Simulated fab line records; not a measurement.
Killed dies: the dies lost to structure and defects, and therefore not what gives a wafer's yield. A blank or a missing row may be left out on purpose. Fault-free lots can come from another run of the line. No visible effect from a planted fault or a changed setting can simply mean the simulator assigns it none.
Which tool was responsible? | flow n5 finfet | 11 lots, 33 wafers sampled, at 3 steps of a route of 1938

## WHAT THE GAUGES SHOWED, per wafer
N5_HKMG_FIN_CD_MEAS_49: target cd 202 nm.
lot  | measured    | on        | cd nm (nm)
L074 | day 4 09:17 | cd sem-02 | 202.1 200.9 202.1
L077 | day 4 18:59 | cd sem-02 | 202.0 202.4 201.8
L079 | day 5 07:00 | cd sem-02 | 200.8 202.1 201.0
L082 | day 6 04:03 | cd sem-02 | 202.0 201.3 202.9
L084 | day 6 14:42 | cd sem-01 | 202.0 202.0 202.0
L086 | day 7 06:24 | cd sem-03 | 202.5 201.4 201.5
L088 | day 7 15:02 | cd sem-01 | 202.5 202.4 203.1
L090 | day 8 01:06 | cd sem-03 | 201.0 200.0 201.0
L092 | day 8 11:25 | cd sem-03 | 203.3 202.9 203.4
L094 | day 9 02:43 | cd sem-03 | 201.3 202.3 201.9
L096 | day 9 11:16 | cd sem-01 | 202.4 201.6 201.0

## EACH LOT AND THE TOOL THAT RAN IT (in order: tool; ch and the chambers of the sampled wafers; start)
lot  | N5_SDB_DESCUM_16                  | N5_SDB_CMP_30
L074 | rie diel-03 ch 1,2,3, day 4 03:37 | cmp-03 ch 1,2, day 4 07:28
L077 | rie diel-03 ch 1,2, day 4 13:34   | cmp-03 ch 1,2, day 4 17:08
L079 | rie diel-01 ch 2,3, day 5 01:09   | cmp-01 ch 0,1,2, day 5 05:02
L082 | rie diel-01 ch 0,2,3, day 5 21:36 | cmp-01 ch 0,1,3, day 6 01:33
L084 | rie diel-06 ch 0,1,2, day 6 09:02 | cmp-01 ch 0,3, day 6 12:38
L086 | rie diel-06 ch 0,3, day 7 00:41   | cmp-01 ch 0,1,3, day 7 04:19
L088 | rie diel-03 ch 0,1,2, day 7 08:57 | cmp-01 ch 0,3, day 7 12:48
L090 | rie diel-01 ch 0,2,3, day 7 19:15 | cmp-01 ch 0,1,2, day 7 22:49
L092 | rie diel-01 ch 1,2,3, day 8 05:59 | cmp-01 ch 0,1,3, day 8 09:35
L094 | rie diel-06 ch 1,3, day 8 21:13   | cmp-01 ch 0,1,2, day 9 00:52
L096 | rie diel-01 ch 1,2,3, day 9 05:53 | cmp-03 ch 0,1,3, day 9 09:25
- N5_SDB_DESCUM_16: chemistry O2, time 7.9 s.
- N5_SDB_CMP_30: polishes, stops on poly-Si, t overpolish 1.54 s, target thk 30 nm.

## THE ANSWER, worked out from the rows above alone
Rule: what is usual is taken from the lots themselves. Put in order of their means at a reading, lots are off if they are a third of the lots or fewer, leave a main group of 4 or more, and stand apart from it by a gap of 3 or more times the standard deviation of the main group's means; of several such gaps the widest counts. The tables above print the reading to a certain number of digits; a main group whose means all agree to those digits is not used. Also off: a lot with no number at a reading for which 4 or more lots have one. Where the step has rows for the other lots, those lots are counted as sound.
No lot is off on any of the readings shown, so nothing can be concluded from this.

## WHAT THE SIMULATOR HAD PUT IN
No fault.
